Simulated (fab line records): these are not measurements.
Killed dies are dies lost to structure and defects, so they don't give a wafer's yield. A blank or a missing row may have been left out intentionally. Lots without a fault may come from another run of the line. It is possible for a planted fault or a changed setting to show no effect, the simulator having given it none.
Chamber matching	flow n5_finfet	N5_BEOL_M10_ETCH_62 on rie_diel-03 has 3 sister chambers
The step etches SOC in N2/H2, target depth 110 nm, overetch 22 nm, time 165 s. 14 wafers are shown with their chamber, then 6 later ones without.

== WAFERS PAIRED WITH THEIR CHAMBERS ==
wafer	chamber	showerhead_plenum_p_Torr (Torr)	throttle_valve_pct (%)	rf_vpp_V (V)
L074.4	2	2.49	17.47	522.2
L074.5	0	2.68	17.83	528.8
L074.6	1	2.59	17.48	525.9
L075.2	1	2.59	17.50	526.2
L075.3	2	2.49	17.47	523.7
L075.5	1	2.59	17.50	525.8
L076.2	2	2.49	17.46	522.8
L076.4	0	2.68	17.83	527.3
L076.5	1	2.59	17.49	526.9
L077.1	2	2.49	17.47	523.1
L077.2	1	2.59	17.50	525.5
L077.6	1	2.59	17.50	526.0
L087.1	2	2.48	17.52	523.8
L087.2	1	2.58	17.51	524.2

SIGNATURES (averages over the wafers above)
reading	chamber 0	chamber 1	chamber 2	scatter within a chamber
showerhead_plenum_p_Torr	2.6800	2.5886	2.4880	0.00388
throttle_valve_pct	17.8300	17.4971	17.4780	0.016
rf_vpp_V	528.050	525.786	523.120	0.794
Rule: distance of a wafer from a chamber = root of the sum over the readings of ((wafer's reading minus chamber's mean) / reading's scatter) squared. If the next closest chamber is less than 2 further off than the closest, the wafer can't be placed; otherwise it belongs to the closest. The scatter: take each reading less its chamber's mean, square it, sum over the shown wafers, divide by the number of wafers less the number of chambers, and take the root.

== WAFERS WHOSE CHAMBER IS MISSING ==
wafer	showerhead_plenum_p_Torr (Torr)	throttle_valve_pct (%)	rf_vpp_V (V)
L087.3	2.67	17.89	526.0
L090.3	2.48	17.52	522.7
L090.5	2.58	17.54	524.8
L090.6	2.66	17.88	525.8
L094.5	2.57	17.56	524.8
L094.6	2.66	17.90	526.9

== EACH ONE'S CHAMBER ==
wafer	from the rows above	in truth
L087.3	0	0
L090.3	2	2
L090.5	1	1
L090.6	0	0
L094.5	1	1
L094.6	0	0
Correct placement for 6 of the 6. Can't be placed from these rows: 0. Placed wrongly: 0.
